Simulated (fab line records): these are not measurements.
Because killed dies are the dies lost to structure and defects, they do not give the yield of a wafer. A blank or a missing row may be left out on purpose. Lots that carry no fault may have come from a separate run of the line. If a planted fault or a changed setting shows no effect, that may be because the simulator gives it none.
Split-lot study	flow n5_finfet	route with 1938 steps; 7 lots, 21 wafers read

## ON THE SPLIT
At N5_BEOL_M11_ILD_DEP_00 (deposits SiCOH lowk from DEMS/porogen, target thk 308.51 nm, time 58 s), the setting time_s was moved away from the recipe's 58 s on 8 of the 21 wafers read, by -12.9% to +13.8%. This setting was run at the recipe's value on the other wafers.

## FROM SPLIT TO READING: 1 step shown by the file between the two
- N5_BEOL_M11_CURE_71: cures SiCOH lowk, time 240 s

## THE READING
M11_ILD_THK, in nm, at N5_BEOL_M11_THK_MEAS_01. Fault-free wafers of this fab line usually give 269 nm, standard deviation 3.6 nm.

wafer	tool, chamber at the split	time_s as run, s	against the recipe	M11_ILD_THK, nm	against lot-mates on the recipe
L075.1	pecvd-04, 1	58	recipe	266	-
L075.2	pecvd-04, 2	58	recipe	268	-
L075.6	pecvd-04, 2	65.22	+12.4%	308	+41
L076.2	pecvd-02, 2	58	recipe	267	-
L076.4	pecvd-02, 0	51.66	-10.9%	243	-27
L076.5	pecvd-02, 1	58	recipe	273	-
L079.1	pecvd-02, 0	58	recipe	270	-
L079.3	pecvd-02, 1	58	recipe	269	-
L079.6	pecvd-02, 0	58	recipe	276	-
L081.2	pecvd-02, 0	54.16	-6.6%	248	-22
L081.3	pecvd-02, 0	54.16	-6.6%	250	-20
L081.5	pecvd-02, 2	58	recipe	270	-
L089.1	pecvd-03, 0	58	recipe	269	-
L089.4	pecvd-03, 0	50.53	-12.9%	240	-29
L089.6	pecvd-03, 1	58	recipe	269	-
L088.3	pecvd-04, 0	63.05	+8.7%	296	+24
L088.5	pecvd-04, 0	58	recipe	272	-
L088.6	pecvd-04, 2	63.05	+8.7%	294	+22
L093.1	pecvd-04, 0	58	recipe	266	-
L093.3	pecvd-04, 0	65.98	+13.8%	306	+39
L093.4	pecvd-04, 2	58	recipe	268	-

THE FIT
A straight line over all 21 wafers: M11_ILD_THK changes by +2.72 nm for each +1% of time_s; r = +0.99; the points scatter about the line by 3.1 nm.
The same after taking each lot's own level away (the mean of its wafers on the recipe; 21 wafers): +2.75 nm for each +1%; r = +0.99; scatter 2.9 nm.
That fit puts the effect of the largest move of time_s on the reading at 38 nm.
The lots' own levels span 267.0 to 272.0 nm, that is 1.4 times the standard deviation above.
Hence the lot-to-lot level has little effect on the slope; both slopes agree.
Check: with one of the wafers moved furthest among these (+13.8%) left out of the fit, the line predicts +38.1 nm for it against its lot-mates. It came out at +39 nm against them.

## THE WHOLE CHAIN: every reading that the file lists as answering this split, in the file's order
step	what it does	reading	change (the file's fit)	r (the file's)
N5_BEOL_M11_ILD_DEP_00	deposits SiCOH lowk from DEMS/porogen, target thk 308.51 nm, time 58 s	SiCOH_lowk_of_BEOL_M11_ILD_DEP_00.thk_nm (the simulator's own value, which no gauge read)	+3.1 nm for each +1% of the setting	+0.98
N5_BEOL_M11_CURE_71	cures SiCOH lowk, time 240 s	SiCOH_lowk_of_BEOL_M11_ILD_DEP_00.thk_nm (the simulator's own value, which no gauge read)	+2.74 nm for each +1% of the setting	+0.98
N5_BEOL_M11_THK_MEAS_01		M11_ILD_THK	+2.74 for each +1% of the setting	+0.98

## THE FILE'S OWN FIT
M11_ILD_THK changes by +2.74 nm for each +1% of time_s, r = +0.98.
